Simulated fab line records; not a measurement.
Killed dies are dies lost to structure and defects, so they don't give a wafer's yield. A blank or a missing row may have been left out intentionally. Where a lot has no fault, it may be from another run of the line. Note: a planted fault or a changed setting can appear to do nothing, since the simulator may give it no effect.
fab line records || flow nandHarc
record: {"lots": 7, "wafers": 20, "lastDay": 33}
route steps=1302 shown A_SOURCE_PLATE@418 A_ONON_D1@424 END@1302
lots that met no fault: taken from a fault-free run of the same line
startH: hours from the record's opening day to when the first of the lot's shown wafers began || waitH: how many hours have passed since the lot's step before this one || " identical to the entry in the row above || L1.1+2: one row covering several wafers at once || - either no value or no given start || * or withheld: withheld || < > ~ a bound
route shown NAME@n: NAME is a module with steps in the file, n the number in the route of the first one || usual: average and standard deviation across the fault-free wafers || same: alike in all rows || chamber/n: place in a boat || sites: the reading at each site || _std_site: the values' standard deviation || _edge_site: outer sites' mean less inner sites' || radiusMm: for every site, how far away it sits from the centre of the wafer || mask NAME#n: copy n || behind: the most recent tool/chamber to have shaped the wafer || hold: what put the lot on hold/how long, in hours/how the hold closed || device: whichever transistor did not switch (one of n, p or np) || end of line: at the end of the route, the tests of the same wafers || a step given without rows: its recipe and nothing more || killed: at the first sort, the dies lost to defects and structure; wafer yield is something else || map: a wafer's dies, x killed, . not, _ none there
set.NAME: the setting the step ran with; set.NAME@STEP: the setting that earlier step ran with || model.NAME: the simulator's own value behind a step, which no gauge read
certain route steps with their lots: each step a table, each wafer a row
services: a tool's chamber out of use, with start hour (startH, from the record's first day; less than 0 if before it), hours out, and reason
== steps ==
step: NHARC_A_SOURCE_PLATE_CVD_03
recipe: {"targetThkA": 2000, "tempC": 620, "pressureMtorr": 200, "timeS": 4000, "material": "poly-Si"}
step: NHARC_A_SOURCE_PLATE_ANNEAL_05
recipe: {"tempC": 850, "timeS": 1800}
step: NHARC_A_SOURCE_PLATE_THK_MEAS_06
recipe: {"thkMeasGauge": "ellipsometry"}
usual: {"thkNm": "200.9/2.2"}
{"lot.wafer": "L900.3", "tool": "filmMetro-02", "chamber": "-", "startH": 154.52, "waitH": 0.4, "thkNm": 201.7}
{"lot.wafer": "L900.5", "tool": "filmMetro-02", "chamber": "-", "startH": 154.52, "waitH": 0.4, "thkNm": 201.1}
{"lot.wafer": "L900.6", "tool": "filmMetro-02", "chamber": "-", "startH": 154.52, "waitH": 0.4, "thkNm": 200.5}
{"lot.wafer": "L913.3", "tool": "filmMetro-02", "chamber": "-", "startH": 305.40, "waitH": 0.4, "thkNm": 202.0}
{"lot.wafer": "L913.4", "tool": "filmMetro-02", "chamber": "-", "startH": 305.40, "waitH": 0.4, "thkNm": 201.7}
{"lot.wafer": "L913.5", "tool": "filmMetro-02", "chamber": "-", "startH": 305.40, "waitH": 0.4, "thkNm": 204.4}
{"lot.wafer": "L915.2", "tool": "filmMetro-01", "chamber": "-", "startH": 316.40, "waitH": 0.4, "thkNm": 203.1}
{"lot.wafer": "L915.4", "tool": "filmMetro-01", "chamber": "-", "startH": 316.40, "waitH": 0.4, "thkNm": 203.7}
{"lot.wafer": "L916.2", "tool": "filmMetro-01", "chamber": "-", "startH": 322.32, "waitH": 0.4, "thkNm": 202.4}
{"lot.wafer": "L916.4", "tool": "filmMetro-01", "chamber": "-", "startH": 322.32, "waitH": 0.4, "thkNm": 202.5}
{"lot.wafer": "L916.6", "tool": "filmMetro-01", "chamber": "-", "startH": 322.32, "waitH": 0.4, "thkNm": 200.6}
{"lot.wafer": "L917.1", "tool": "filmMetro-02", "chamber": "-", "startH": 333.13, "waitH": 0.4, "thkNm": 200.9}
{"lot.wafer": "L917.2", "tool": "filmMetro-02", "chamber": "-", "startH": 333.13, "waitH": 0.4, "thkNm": 198.1}
{"lot.wafer": "L917.5", "tool": "filmMetro-02", "chamber": "-", "startH": 333.13, "waitH": 0.4, "thkNm": 199.2}
{"lot.wafer": "L921.1", "tool": "filmMetro-02", "chamber": "-", "startH": 367.39, "waitH": 0.4, "thkNm": 197.6}
{"lot.wafer": "L921.4", "tool": "filmMetro-02", "chamber": "-", "startH": 367.39, "waitH": 0.4, "thkNm": 198.2}
{"lot.wafer": "L921.5", "tool": "filmMetro-02", "chamber": "-", "startH": 367.39, "waitH": 0.4, "thkNm": 196.9}
{"lot.wafer": "L923.1", "tool": "filmMetro-01", "chamber": "-", "startH": 390.75, "waitH": 0.4, "thkNm": 202.2}
{"lot.wafer": "L923.4", "tool": "filmMetro-01", "chamber": "-", "startH": 390.75, "waitH": 0.4, "thkNm": 202.5}
{"lot.wafer": "L923.5", "tool": "filmMetro-01", "chamber": "-", "startH": 390.75, "waitH": 0.4, "thkNm": 201.8}
step: NHARC_A_SOURCE_PLATE_INSPECT_08
usual: {"rawDefectCount": "55/22"}
{"lot.wafer": "L900.3", "tool": "defectInspect-01", "chamber": "-", "startH": 154.58, "waitH": 0.0, "rawDefectCount": 41}
{"lot.wafer": "L900.5", "tool": "defectInspect-01", "chamber": "-", "startH": 154.58, "waitH": 0.0, "rawDefectCount": 49}
{"lot.wafer": "L900.6", "tool": "defectInspect-01", "chamber": "-", "startH": 154.58, "waitH": 0.0, "rawDefectCount": 86}
{"lot.wafer": "L913.3", "tool": "defectInspect-01", "chamber": "-", "startH": 305.47, "waitH": 0.0, "rawDefectCount": 48}
{"lot.wafer": "L913.4", "tool": "defectInspect-01", "chamber": "-", "startH": 305.47, "waitH": 0.0, "rawDefectCount": 36}
{"lot.wafer": "L913.5", "tool": "defectInspect-01", "chamber": "-", "startH": 305.47, "waitH": 0.0, "rawDefectCount": 33}
{"lot.wafer": "L915.2", "tool": "defectInspect-01", "chamber": "-", "startH": 316.47, "waitH": 0.0, "rawDefectCount": 59}
{"lot.wafer": "L915.4", "tool": "defectInspect-01", "chamber": "-", "startH": 316.47, "waitH": 0.0, "rawDefectCount": 52}
{"lot.wafer": "L916.2", "tool": "defectInspect-02", "chamber": "-", "startH": 322.38, "waitH": 0.0, "rawDefectCount": 33}
{"lot.wafer": "L916.4", "tool": "defectInspect-02", "chamber": "-", "startH": 322.38, "waitH": 0.0, "rawDefectCount": 58}
{"lot.wafer": "L916.6", "tool": "defectInspect-02", "chamber": "-", "startH": 322.38, "waitH": 0.0, "rawDefectCount": 54}
{"lot.wafer": "L917.1", "tool": "defectInspect-02", "chamber": "-", "startH": 333.24, "waitH": 0.0, "rawDefectCount": 65}
{"lot.wafer": "L917.2", "tool": "defectInspect-02", "chamber": "-", "startH": 333.24, "waitH": 0.0, "rawDefectCount": 39}
{"lot.wafer": "L917.5", "tool": "defectInspect-02", "chamber": "-", "startH": 333.24, "waitH": 0.0, "rawDefectCount": 27}
{"lot.wafer": "L921.1", "tool": "defectInspect-02", "chamber": "-", "startH": 367.45, "waitH": 0.0, "rawDefectCount": 76}
{"lot.wafer": "L921.4", "tool": "defectInspect-02", "chamber": "-", "startH": 367.45, "waitH": 0.0, "rawDefectCount": 108}
{"lot.wafer": "L921.5", "tool": "defectInspect-02", "chamber": "-", "startH": 367.45, "waitH": 0.0, "rawDefectCount": 69}
{"lot.wafer": "L923.1", "tool": "defectInspect-01", "chamber": "-", "startH": 390.86, "waitH": 0.0, "rawDefectCount": 68}
{"lot.wafer": "L923.4", "tool": "defectInspect-01", "chamber": "-", "startH": 390.86, "waitH": 0.0, "rawDefectCount": 54}
{"lot.wafer": "L923.5", "tool": "defectInspect-01", "chamber": "-", "startH": 390.86, "waitH": 0.0, "rawDefectCount": 84}
step: NHARC_A_ONON_D1_DEP_00
recipe: {"targetThkA": 10000, "n2FlowSccm": 2750, "n2oFlowSccm": 2000, "nh3FlowSccm": 500, "sih4FlowSccm": 210, "tempC": 400}
step: NHARC_A_ONON_D1_THK_MEAS_02
recipe: {"thkMeasGauge": "ellipsometry"}
usual: {"thkNm": "1002/8.3"}
{"lot.wafer": "L900.3", "tool": "filmMetro-02", "chamber": "-", "startH": 155.16, "waitH": "-", "thkNm": 989}
{"lot.wafer": "L900.5", "tool": "filmMetro-02", "chamber": "-", "startH": 155.16, "waitH": "-", "thkNm": 987}
{"lot.wafer": "L900.6", "tool": "filmMetro-02", "chamber": "-", "startH": 155.16, "waitH": "-", "thkNm": 988}
{"lot.wafer": "L913.3", "tool": "filmMetro-01", "chamber": "-", "startH": 306.04, "waitH": "-", "thkNm": 1001}
{"lot.wafer": "L913.4", "tool": "filmMetro-01", "chamber": "-", "startH": 306.04, "waitH": "-", "thkNm": 1002}
{"lot.wafer": "L913.5", "tool": "filmMetro-01", "chamber": "-", "startH": 306.04, "waitH": "-", "thkNm": 1002}
{"lot.wafer": "L915.2", "tool": "filmMetro-01", "chamber": "-", "startH": 317.05, "waitH": "-", "thkNm": 1005}
{"lot.wafer": "L915.4", "tool": "filmMetro-01", "chamber": "-", "startH": 317.05, "waitH": "-", "thkNm": 1005}
{"lot.wafer": "L916.2", "tool": "filmMetro-01", "chamber": "-", "startH": 322.96, "waitH": "-", "thkNm": 1003}
{"lot.wafer": "L916.4", "tool": "filmMetro-01", "chamber": "-", "startH": 322.96, "waitH": "-", "thkNm": 1003}
{"lot.wafer": "L916.6", "tool": "filmMetro-01", "chamber": "-", "startH": 322.96, "waitH": "-", "thkNm": 1003}
{"lot.wafer": "L917.1", "tool": "filmMetro-01", "chamber": "-", "startH": 333.81, "waitH": "-", "thkNm": 990}
{"lot.wafer": "L917.2", "tool": "filmMetro-01", "chamber": "-", "startH": 333.81, "waitH": "-", "thkNm": 990}
{"lot.wafer": "L917.5", "tool": "filmMetro-01", "chamber": "-", "startH": 333.81, "waitH": "-", "thkNm": 988}
{"lot.wafer": "L921.1", "tool": "filmMetro-01", "chamber": "-", "startH": 368.03, "waitH": "-", "thkNm": 1010}
{"lot.wafer": "L921.4", "tool": "filmMetro-01", "chamber": "-", "startH": 368.03, "waitH": "-", "thkNm": 1008}
{"lot.wafer": "L921.5", "tool": "filmMetro-01", "chamber": "-", "startH": 368.03, "waitH": "-", "thkNm": 1012}
{"lot.wafer": "L923.1", "tool": "filmMetro-02", "chamber": "-", "startH": 391.43, "waitH": "-", "thkNm": 993}
{"lot.wafer": "L923.4", "tool": "filmMetro-02", "chamber": "-", "startH": 391.43, "waitH": "-", "thkNm": 995}
{"lot.wafer": "L923.5", "tool": "filmMetro-02", "chamber": "-", "startH": 391.43, "waitH": "-", "thkNm": 994}
step: NHARC_A_ONON_D1_DEP_03
recipe: {"targetThkA": 10000, "n2FlowSccm": 2750, "n2oFlowSccm": 2000, "nh3FlowSccm": 500, "sih4FlowSccm": 210, "tempC": 400}
step: NHARC_A_ONON_D1_THK_MEAS_05
recipe: {"thkMeasGauge": "ellipsometry"}
usual: {"thkNm": "999/10"}
{"lot.wafer": "L900.3", "tool": "filmMetro-01", "chamber": "-", "startH": 155.73, "waitH": "-", "thkNm": 986}
{"lot.wafer": "L900.5", "tool": "filmMetro-01", "chamber": "-", "startH": 155.73, "waitH": "-", "thkNm": 985}
{"lot.wafer": "L900.6", "tool": "filmMetro-01", "chamber": "-", "startH": 155.73, "waitH": "-", "thkNm": 986}
{"lot.wafer": "L913.3", "tool": "filmMetro-01", "chamber": "-", "startH": 306.61, "waitH": "-", "thkNm": 998}
{"lot.wafer": "L913.4", "tool": "filmMetro-01", "chamber": "-", "startH": 306.61, "waitH": "-", "thkNm": 997}
{"lot.wafer": "L913.5", "tool": "filmMetro-01", "chamber": "-", "startH": 306.61, "waitH": "-", "thkNm": 998}
{"lot.wafer": "L915.2", "tool": "filmMetro-02", "chamber": "-", "startH": 317.62, "waitH": "-", "thkNm": 1005}
{"lot.wafer": "L915.4", "tool": "filmMetro-02", "chamber": "-", "startH": 317.62, "waitH": "-", "thkNm": 1004}
{"lot.wafer": "L916.2", "tool": "filmMetro-01", "chamber": "-", "startH": 323.52, "waitH": "-", "thkNm": 1008}
{"lot.wafer": "L916.4", "tool": "filmMetro-01", "chamber": "-", "startH": 323.52, "waitH": "-", "thkNm": 1009}
{"lot.wafer": "L916.6", "tool": "filmMetro-01", "chamber": "-", "startH": 323.52, "waitH": "-", "thkNm": 1011}
{"lot.wafer": "L917.1", "tool": "filmMetro-02", "chamber": "-", "startH": 334.38, "waitH": "-", "thkNm": 996}
{"lot.wafer": "L917.2", "tool": "filmMetro-02", "chamber": "-", "startH": 334.38, "waitH": "-", "thkNm": 996}
{"lot.wafer": "L917.5", "tool": "filmMetro-02", "chamber": "-", "startH": 334.38, "waitH": "-", "thkNm": 994}
{"lot.wafer": "L921.1", "tool": "filmMetro-01", "chamber": "-", "startH": 368.59, "waitH": "-", "thkNm": 991}
{"lot.wafer": "L921.4", "tool": "filmMetro-01", "chamber": "-", "startH": 368.59, "waitH": "-", "thkNm": 994}
{"lot.wafer": "L921.5", "tool": "filmMetro-01", "chamber": "-", "startH": 368.59, "waitH": "-", "thkNm": 992}
{"lot.wafer": "L923.1", "tool": "filmMetro-02", "chamber": "-", "startH": 392.00, "waitH": "-", "thkNm": 991}
{"lot.wafer": "L923.4", "tool": "filmMetro-02", "chamber": "-", "startH": 392.00, "waitH": "-", "thkNm": 992}
{"lot.wafer": "L923.5", "tool": "filmMetro-02", "chamber": "-", "startH": 392.00, "waitH": "-", "thkNm": 990}
step: NHARC_A_ONON_D1_DEP_06
recipe: {"targetThkA": 10000, "n2FlowSccm": 2750, "n2oFlowSccm": 2000, "nh3FlowSccm": 500, "sih4FlowSccm": 210, "tempC": 400}
step: NHARC_A_ONON_D1_THK_MEAS_08
recipe: {"thkMeasGauge": "ellipsometry"}
usual: {"thkNm": "1003/9.9"}
{"lot.wafer": "L900.3", "tool": "filmMetro-01", "chamber": "-", "startH": 156.30, "waitH": "-", "thkNm": 1003}
{"lot.wafer": "L900.5", "tool": "filmMetro-01", "chamber": "-", "startH": 156.30, "waitH": "-", "thkNm": 1002}
{"lot.wafer": "L900.6", "tool": "filmMetro-01", "chamber": "-", "startH": 156.30, "waitH": "-", "thkNm": 1003}
{"lot.wafer": "L913.3", "tool": "filmMetro-02", "chamber": "-", "startH": 307.17, "waitH": "-", "thkNm": 994}
{"lot.wafer": "L913.4", "tool": "filmMetro-02", "chamber": "-", "startH": 307.17, "waitH": "-", "thkNm": 995}
{"lot.wafer": "L913.5", "tool": "filmMetro-02", "chamber": "-", "startH": 307.17, "waitH": "-", "thkNm": 994}
{"lot.wafer": "L915.2", "tool": "filmMetro-02", "chamber": "-", "startH": 318.19, "waitH": "-", "thkNm": 991}
{"lot.wafer": "L915.4", "tool": "filmMetro-02", "chamber": "-", "startH": 318.19, "waitH": "-", "thkNm": 993}
{"lot.wafer": "L916.2", "tool": "filmMetro-02", "chamber": "-", "startH": 324.08, "waitH": "-", "thkNm": 986}
{"lot.wafer": "L916.4", "tool": "filmMetro-02", "chamber": "-", "startH": 324.08, "waitH": "-", "thkNm": 985}
{"lot.wafer": "L916.6", "tool": "filmMetro-02", "chamber": "-", "startH": 324.08, "waitH": "-", "thkNm": 985}
{"lot.wafer": "L917.1", "tool": "filmMetro-02", "chamber": "-", "startH": 334.94, "waitH": "-", "thkNm": 1003}
{"lot.wafer": "L917.2", "tool": "filmMetro-02", "chamber": "-", "startH": 334.94, "waitH": "-", "thkNm": 1003}
{"lot.wafer": "L917.5", "tool": "filmMetro-02", "chamber": "-", "startH": 334.94, "waitH": "-", "thkNm": 1002}
{"lot.wafer": "L921.1", "tool": "filmMetro-02", "chamber": "-", "startH": 369.15, "waitH": "-", "thkNm": 996}
{"lot.wafer": "L921.4", "tool": "filmMetro-02", "chamber": "-", "startH": 369.15, "waitH": "-", "thkNm": 996}
{"lot.wafer": "L921.5", "tool": "filmMetro-02", "chamber": "-", "startH": 369.15, "waitH": "-", "thkNm": 995}
{"lot.wafer": "L923.1", "tool": "filmMetro-02", "chamber": "-", "startH": 392.56, "waitH": "-", "thkNm": 1003}
{"lot.wafer": "L923.4", "tool": "filmMetro-02", "chamber": "-", "startH": 392.56, "waitH": "-", "thkNm": 1003}
{"lot.wafer": "L923.5", "tool": "filmMetro-02", "chamber": "-", "startH": 392.56, "waitH": "-", "thkNm": 1003}
step: NHARC_A_ONON_D1_DEP_09
recipe: {"targetThkA": 10000, "n2FlowSccm": 2750, "n2oFlowSccm": 2000, "nh3FlowSccm": 500, "sih4FlowSccm": 210, "tempC": 400}
usual: {"n2FlowSccm": "2750/6.5"}
{"lot.wafer": "L900.3", "tool": "pecvdOnon-04", "chamber": 0, "startH": 156.47, "waitH": 0.2, "n2FlowSccm": 2751}
{"lot.wafer": "L900.5", "tool": "pecvdOnon-04", "chamber": 0, "startH": 156.47, "waitH": 0.2, "n2FlowSccm": 2744}
{"lot.wafer": "L900.6", "tool": "pecvdOnon-04", "chamber": 0, "startH": 156.47, "waitH": 0.2, "n2FlowSccm": 2748}
{"lot.wafer": "L913.3", "tool": "pecvdOnon-02", "chamber": 0, "startH": 307.34, "waitH": 0.2, "n2FlowSccm": 2750}
{"lot.wafer": "L913.4", "tool": "pecvdOnon-02", "chamber": 0, "startH": 307.34, "waitH": 0.2, "n2FlowSccm": 2746}
{"lot.wafer": "L913.5", "tool": "pecvdOnon-02", "chamber": 0, "startH": 307.34, "waitH": 0.2, "n2FlowSccm": 2737}
{"lot.wafer": "L915.2", "tool": "pecvdOnon-02", "chamber": 0, "startH": 318.30, "waitH": 0.1, "n2FlowSccm": 2761}
{"lot.wafer": "L915.4", "tool": "pecvdOnon-02", "chamber": 0, "startH": 318.30, "waitH": 0.1, "n2FlowSccm": 2751}
{"lot.wafer": "L916.2", "tool": "pecvdOnon-02", "chamber": 0, "startH": 324.20, "waitH": 0.1, "n2FlowSccm": 2746}
{"lot.wafer": "L916.4", "tool": "pecvdOnon-02", "chamber": 0, "startH": 324.20, "waitH": 0.1, "n2FlowSccm": 2760}
{"lot.wafer": "L916.6", "tool": "pecvdOnon-02", "chamber": 0, "startH": 324.20, "waitH": 0.1, "n2FlowSccm": 2755}
{"lot.wafer": "L917.1", "tool": "pecvdOnon-04", "chamber": 0, "startH": 335.00, "waitH": 0.1, "n2FlowSccm": 2756}
{"lot.wafer": "L917.2", "tool": "pecvdOnon-04", "chamber": 0, "startH": 335.00, "waitH": 0.1, "n2FlowSccm": 2755}
{"lot.wafer": "L917.5", "tool": "pecvdOnon-04", "chamber": 0, "startH": 335.00, "waitH": 0.1, "n2FlowSccm": 2736}
{"lot.wafer": "L921.1", "tool": "pecvdOnon-04", "chamber": 0, "startH": 369.21, "waitH": 0.1, "n2FlowSccm": 2748}
{"lot.wafer": "L921.4", "tool": "pecvdOnon-04", "chamber": 0, "startH": 369.21, "waitH": 0.1, "n2FlowSccm": 2749}
{"lot.wafer": "L921.5", "tool": "pecvdOnon-04", "chamber": 0, "startH": 369.21, "waitH": 0.1, "n2FlowSccm": 2743}
{"lot.wafer": "L923.1", "tool": "pecvdOnon-02", "chamber": 0, "startH": 392.62, "waitH": 0.1, "n2FlowSccm": 2758}
{"lot.wafer": "L923.4", "tool": "pecvdOnon-02", "chamber": 0, "startH": 392.62, "waitH": 0.1, "n2FlowSccm": 2745}
{"lot.wafer": "L923.5", "tool": "pecvdOnon-02", "chamber": 0, "startH": 392.62, "waitH": 0.1, "n2FlowSccm": 2753}
step: NHARC_A_ONON_D1_THK_MEAS_11
recipe: {"thkMeasGauge": "ellipsometry"}
usual: {"thkNm": "997/10"}
{"lot.wafer": "L900.3", "tool": "filmMetro-02", "chamber": "-", "startH": 156.86, "waitH": "-", "thkNm": 984}
{"lot.wafer": "L900.5", "tool": "filmMetro-02", "chamber": "-", "startH": 156.86, "waitH": "-", "thkNm": 983}
{"lot.wafer": "L900.6", "tool": "filmMetro-02", "chamber": "-", "startH": 156.86, "waitH": "-", "thkNm": 984}
{"lot.wafer": "L913.3", "tool": "filmMetro-01", "chamber": "-", "startH": 307.73, "waitH": "-", "thkNm": 1560}
{"lot.wafer": "L913.4", "tool": "filmMetro-01", "chamber": "-", "startH": 307.73, "waitH": "-", "thkNm": 1560}
{"lot.wafer": "L913.5", "tool": "filmMetro-01", "chamber": "-", "startH": 307.73, "waitH": "-", "thkNm": 1012}
{"lot.wafer": "L915.2", "tool": "filmMetro-02", "chamber": "-", "startH": 318.76, "waitH": "-", "thkNm": 1003}
{"lot.wafer": "L915.4", "tool": "filmMetro-02", "chamber": "-", "startH": 318.76, "waitH": "-", "thkNm": 1551}
{"lot.wafer": "L916.2", "tool": "filmMetro-01", "chamber": "-", "startH": 324.65, "waitH": "-", "thkNm": 1000}
{"lot.wafer": "L916.4", "tool": "filmMetro-01", "chamber": "-", "startH": 324.65, "waitH": "-", "thkNm": 1549}
{"lot.wafer": "L916.6", "tool": "filmMetro-01", "chamber": "-", "startH": 324.65, "waitH": "-", "thkNm": 1001}
{"lot.wafer": "L917.1", "tool": "filmMetro-01", "chamber": "-", "startH": 335.51, "waitH": "-", "thkNm": 990}
{"lot.wafer": "L917.2", "tool": "filmMetro-01", "chamber": "-", "startH": 335.51, "waitH": "-", "thkNm": 991}
{"lot.wafer": "L917.5", "tool": "filmMetro-01", "chamber": "-", "startH": 335.51, "waitH": "-", "thkNm": 991}
{"lot.wafer": "L921.1", "tool": "filmMetro-01", "chamber": "-", "startH": 369.72, "waitH": "-", "thkNm": 1006}
{"lot.wafer": "L921.4", "tool": "filmMetro-01", "chamber": "-", "startH": 369.72, "waitH": "-", "thkNm": 1005}
{"lot.wafer": "L921.5", "tool": "filmMetro-01", "chamber": "-", "startH": 369.72, "waitH": "-", "thkNm": 1006}
{"lot.wafer": "L923.1", "tool": "filmMetro-02", "chamber": "-", "startH": 393.13, "waitH": "-", "thkNm": 986}
{"lot.wafer": "L923.4", "tool": "filmMetro-02", "chamber": "-", "startH": 393.13, "waitH": "-", "thkNm": 987}
{"lot.wafer": "L923.5", "tool": "filmMetro-02", "chamber": "-", "startH": 393.13, "waitH": "-", "thkNm": 986}
step: NHARC_A_ONON_D1_DEP_12
recipe: {"targetThkA": 10000, "n2FlowSccm": 2750, "n2oFlowSccm": 2000, "nh3FlowSccm": 500, "sih4FlowSccm": 210, "tempC": 400}
step: NHARC_END_SORT_01
recipe: {"tempC": 25}
usual: {"killedAtArray": "55/20", "killedAtOther": "1.1/1.2", "killedAtPeriphery": "3.8/2.8", "killedDies": "60/19", "killedOpen": "3.4/1.9", "killedShort": "2.2/1.5"}
same: {"grossDies": 677}
{"lot.wafer": "L916.4", "tool": "prober-01", "chamber": 0, "startH": 707.64, "waitH": 3.4, "killedAtArray": 674, "killedAtOther": 0, "killedAtPeriphery": 3, "killedDies": 677, "killedOpen": 3, "killedShort": 1}
{"lot.wafer": "L915.4", "tool": "prober-02", "chamber": 0, "startH": 707.72, "waitH": 3.4, "killedAtArray": 674, "killedAtOther": 0, "killedAtPeriphery": 3, "killedDies": 677, "killedOpen": 2, "killedShort": 2}
{"lot.wafer": "L913.3", "tool": "prober-01", "chamber": 0, "startH": 714.64, "waitH": 3.1, "killedAtArray": 672, "killedAtOther": 1, "killedAtPeriphery": 4, "killedDies": 677, "killedOpen": 8, "killedShort": 1}
{"lot.wafer": "L913.4", "tool": "prober-01", "chamber": 0, "startH": 715.45, "waitH": 3.4, "killedAtArray": 675, "killedAtOther": 1, "killedAtPeriphery": 1, "killedDies": 677, "killedOpen": 3, "killedShort": 2}
killed by level:class
L916.4 A_ONON_D1:areaDep=616 A_SLIT:chamberFilmFlake=26 A_CHANNEL_HOLE_D2:chamberFilmFlake=11 A_CHANNEL_HOLE_D1:chamberFilmFlake=9 A_STAIRCASE:chamberFilmFlake=3 A_CONTACT:chamberFilmFlake=3 A_CHANNEL_FILL_D2:chamberFilmFlake=2 P_M0:geometricParticle:open=1
L915.4 A_ONON_D1:areaDep=599 A_SLIT:chamberFilmFlake=39 A_CHANNEL_HOLE_D1:chamberFilmFlake=29 P_STI:chamberFilmFlake=2 A_DECK1_JOINT:geometricParticle:open=1 A_CHANNEL_FILL_D2:geometricParticle:short=1 A_WL_FILL:geometricParticle:short=1 A_CONTACT:geometricParticle:open=1
L913.3 A_ONON_D1:areaDep=637 A_CHANNEL_HOLE_D2:chamberFilmFlake=15 A_CHANNEL_HOLE_D1:chamberFilmFlake=8 A_SLIT:chamberFilmFlake=3 P_GATE:geometricParticle:open=2 P_M0:geometricParticle:open=2 A_M0:geometricParticle:open=2 A_CONTACT:chamberFilmFlake=2
L913.4 A_ONON_D1:areaDep=636 A_CHANNEL_HOLE_D2:chamberFilmFlake=20 A_CHANNEL_HOLE_D1:chamberFilmFlake=6 A_SLIT:chamberFilmFlake=5 A_STAIRCASE:chamberFilmFlake=2 P_M0:geometricParticle:open=1 A_CHANNEL_HOLE_D1:geometricParticle:short=1 A_DECK1_JOINT:geometricParticle:open=1
map L913.3 (x killed, . not)
____________x____________
_________xxxxxxx_________
_______xxxxxxxxxxx_______
______xxxxxxxxxxxxx______
_____xxxxxxxxxxxxxxx_____
____xxxxxxxxxxxxxxxxx____
____xxxxxxxxxxxxxxxxx____
___xxxxxxxxxxxxxxxxxxx___
___xxxxxxxxxxxxxxxxxxx___
__xxxxxxxxxxxxxxxxxxxxx__
__xxxxxxxxxxxxxxxxxxxxx__
_xxxxxxxxxxxxxxxxxxxxxxx_
_xxxxxxxxxxxxxxxxxxxxxxx_
_xxxxxxxxxxxxxxxxxxxxxxx_
_xxxxxxxxxxxxxxxxxxxxxxx_
_xxxxxxxxxxxxxxxxxxxxxxx_
xxxxxxxxxxxxxxxxxxxxxxxxx
xxxxxxxxxxxxxxxxxxxxxxxxx
xxxxxxxxxxxxxxxxxxxxxxxxx
xxxxxxxxxxxxxxxxxxxxxxxxx
xxxxxxxxxxxxxxxxxxxxxxxxx
_xxxxxxxxxxxxxxxxxxxxxxx_
_xxxxxxxxxxxxxxxxxxxxxxx_
_xxxxxxxxxxxxxxxxxxxxxxx_
_xxxxxxxxxxxxxxxxxxxxxxx_
_xxxxxxxxxxxxxxxxxxxxxxx_
__xxxxxxxxxxxxxxxxxxxxx__
__xxxxxxxxxxxxxxxxxxxxx__
___xxxxxxxxxxxxxxxxxxx___
___xxxxxxxxxxxxxxxxxxx___
____xxxxxxxxxxxxxxxxx____
____xxxxxxxxxxxxxxxxx____
_____xxxxxxxxxxxxxxx_____
______xxxxxxxxxxxxx______
_______xxxxxxxxxxx_______
_________xxxxxxx_________
____________x____________
map L915.4 (x killed, . not)
____________x____________
_________xxxxxxx_________
_______xxxxxxxxxxx_______
______xxxxxxxxxxxxx______
_____xxxxxxxxxxxxxxx_____
____xxxxxxxxxxxxxxxxx____
____xxxxxxxxxxxxxxxxx____
___xxxxxxxxxxxxxxxxxxx___
___xxxxxxxxxxxxxxxxxxx___
__xxxxxxxxxxxxxxxxxxxxx__
__xxxxxxxxxxxxxxxxxxxxx__
_xxxxxxxxxxxxxxxxxxxxxxx_
_xxxxxxxxxxxxxxxxxxxxxxx_
_xxxxxxxxxxxxxxxxxxxxxxx_
_xxxxxxxxxxxxxxxxxxxxxxx_
_xxxxxxxxxxxxxxxxxxxxxxx_
xxxxxxxxxxxxxxxxxxxxxxxxx
xxxxxxxxxxxxxxxxxxxxxxxxx
xxxxxxxxxxxxxxxxxxxxxxxxx
xxxxxxxxxxxxxxxxxxxxxxxxx
xxxxxxxxxxxxxxxxxxxxxxxxx
_xxxxxxxxxxxxxxxxxxxxxxx_
_xxxxxxxxxxxxxxxxxxxxxxx_
_xxxxxxxxxxxxxxxxxxxxxxx_
_xxxxxxxxxxxxxxxxxxxxxxx_
_xxxxxxxxxxxxxxxxxxxxxxx_
__xxxxxxxxxxxxxxxxxxxxx__
__xxxxxxxxxxxxxxxxxxxxx__
___xxxxxxxxxxxxxxxxxxx___
___xxxxxxxxxxxxxxxxxxx___
____xxxxxxxxxxxxxxxxx____
____xxxxxxxxxxxxxxxxx____
_____xxxxxxxxxxxxxxx_____
______xxxxxxxxxxxxx______
_______xxxxxxxxxxx_______
_________xxxxxxx_________
____________x____________
== services ==
{"tool": "pecvdOnon-02", "chamber": "-", "startH": 185.00, "hours": 13.0, "kind": "pm"}
{"tool": "pecvdOnon-04", "chamber": "-", "startH": 311.20, "hours": 13.0, "kind": "pm"}
{"tool": "pecvdOnon-04", "chamber": "-", "startH": 363.54, "hours": 1.1, "kind": "repair"}
{"tool": "pecvdOnon-02", "chamber": "-", "startH": 366.00, "hours": 13.0, "kind": "pm"}
== key ==
firstSign: {"step": "NHARC_A_ONON_D1_THK_MEAS_11", "reading": "thkNm", "direction": "up", "sigmas": 54, "usual": 997, "struck": 1555}
effect: {"step": "NHARC_END_SORT_01", "reading": "killedDies", "direction": "up", "sigmas": 32, "usual": 60, "struck": 677}
moreKillsBornAt: {"NHARC_A_ONON_D1_DEP_09@pecvdOnon-02": 2488}
metAt NHARC_A_ONON_D1_DEP_09
struckWafers L913.3,L913.4,L915.4,L916.4
laterRowsLeftOut L913.3,L913.4,L915.4,L916.4
testerLeftOut L913,L915,L916
fault: {"kind": "processParameterDrift", "tool": "pecvdOnon-02", "chamber": "-", "onsetH": 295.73, "steps": "NHARC_A_ONON_D1_DEP_09", "channel": "targetThkA", "offset": "*", "shape": "step", "endH": 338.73, "scope": "struckWafersOnly", "actsIn": "*", "stated": "*"}
testerLeftOut: of these lots the tester's yield and bins aren't shown, on N5 and GAA mostly nor the transistor test; their killed dies are dies lost to structure and defects alone, not to doping, threshold or leakage, so they don't give the yield
laterRowsLeftOut: the simulator's readings of these wafers behind a module that went badly wrong aren't trusted and aren't shown, but for the sort
